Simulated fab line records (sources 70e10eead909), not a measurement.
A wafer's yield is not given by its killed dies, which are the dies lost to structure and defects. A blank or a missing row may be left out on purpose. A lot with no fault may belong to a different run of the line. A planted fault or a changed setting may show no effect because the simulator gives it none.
Comparing a struck lot with a sound one / flow nand harc / 15 steps out of a route of 1302
Sound: wafers L600.1, L600.2, L600.6. Struck: wafer L614.6. (L614.2, L614.3 of the same lot were not struck and are left out.) The cause comes at the end.
Each step with rows lists, per side, the tool, then ch with its chambers, then its first start. Under that, the readings that differ: sound wafers / struck wafers / difference of the means / sigmas: that difference in standard deviations of wafers without a fault.
alike: a reading whose means differ by less than 2 such deviations, as well as words and numbers matching on both sides. not compared: withheld readings; readings where some wafer has no value; bounds like >300 that might hide an equal value; numbers whose values overlap and for which the record gives no deviation.
A row with sigmas, a row that says differs or no value, or rows on one side alone: a step with any of these is where the two part. Numbers that have no deviation but don't overlap get no sigmas and don't part them. Lack of a reading on every wafer of one side parts them only where that side has two or more wafers.

NHARC_A_BONDPAD_THK_MEAS_20: measures by xrf.
  struck on film metro-02, day 28 17:37; sound on film metro-01, day 24 01:43
  alike: thk nm
then, 1 step without rows for these wafers: NHARC_A_BONDPAD_SRD_21 (time 30 s, dry time 20 s).
NHARC_A_BONDPAD_INSPECT_23:
  struck on defect inspect-01, day 28 17:50; sound on defect inspect-01, day 24 01:57
  alike: raw defect count
NHARC_HYBRID_BOND_ACTIVATE_00: chemistry N2, time 60 s.
  sound on rie diel-09 ch 0,2,3, day 24 02:01; struck on rie diel-10 ch 3, day 28 17:56
  alike: drypump motor current A, n2 flow sccm, oes product au, rf vpp V, showerhead plenum p Torr
  not compared: rf hours counter h
then, 4 steps without rows for these wafers: NHARC_HYBRID_BOND_PRECLEAN_01 (cleans in DIW, time 300 s); NHARC_HYBRID_BOND_SRD_02 (time 30 s, dry time 20 s); NHARC_HYBRID_BOND_BOND_03; NHARC_HYBRID_BOND_ANNEAL_04 (time 7200 s).
NHARC_HYBRID_BOND_OVL_MEAS_05:
  struck on overlay-02, day 29 04:46; sound on overlay-02, day 24 10:03
  alike: overlay x nm, overlay y nm
NHARC_HYBRID_BOND_INSPECT_06: inspects for defects (ir void).
  struck on defect inspect-02, day 29 04:49; sound on defect inspect-01, day 24 10:06
  alike: raw defect count
NHARC_THIN_TSV_GRIND_00:
  sound on grinder-01 ch 0, day 24 10:15; struck on grinder-01 ch 0, day 29 05:10
reading=motor current A (A); sound=11.977 11.996 12.000; struck=12.039; difference=+0.048; sigmas=+2
NHARC_THIN_TSV_CMP_01: polishes.
  sound on cmp-03 ch 0,1,2, day 24 11:28; struck on cmp-01 ch 3, day 29 06:11
  alike: motor current A, slurry filter dp kPa
NHARC_THIN_TSV_THK_MEAS_02: measures by ir.
  struck on film metro-01, day 29 06:26; sound on film metro-02, day 24 11:44
reading=thk nm (nm); sound=2701 2792 2977; struck=1; difference=-2822; sigmas=-12
next, for these wafers, 1 step has no rows: NHARC_THIN_TSV_SRD_03.
NHARC_END_SORT_01:
  sound on prober-01 ch 0, day 25 03:49; struck on prober-02 ch 0, day 30 02:17
reading=defect limited yield (%); sound=90.0 90.3 87.9; struck=0; difference=-89; sigmas=-37
reading=killed at other; sound=0 1 0; struck=627; difference=+627; sigmas=+99 or more
reading=killed dies; sound=68 66 82; struck=677; difference=+605; sigmas=+38
reading=sort_bin_2_pct (%); sound=3.7 3.2 4.4; struck=95.3; difference=+91.5; sigmas=+92
reading=sort n pass; sound=609 611 595; struck=0; difference=-605; sigmas=-38
reading=sort rim yield pct (%); sound=89 90 89; struck=0; difference=-89; sigmas=-22
reading=sort yield pct (%); sound=90.0 90.3 87.9; struck=0; difference=-89; sigmas=-37
  alike: killed at array, killed at periphery, killed open, killed short, sort_bin_3_pct, sort_bin_4_pct

WHERE THEY PART
First at NHARC_THIN_TSV_GRIND_00; last, within this record, at NHARC_END_SORT_01.

WHY: what the simulator had put in
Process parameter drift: grinder-01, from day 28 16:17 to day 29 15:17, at NHARC_THIN_TSV_GRIND_00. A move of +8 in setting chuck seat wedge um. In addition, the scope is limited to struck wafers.
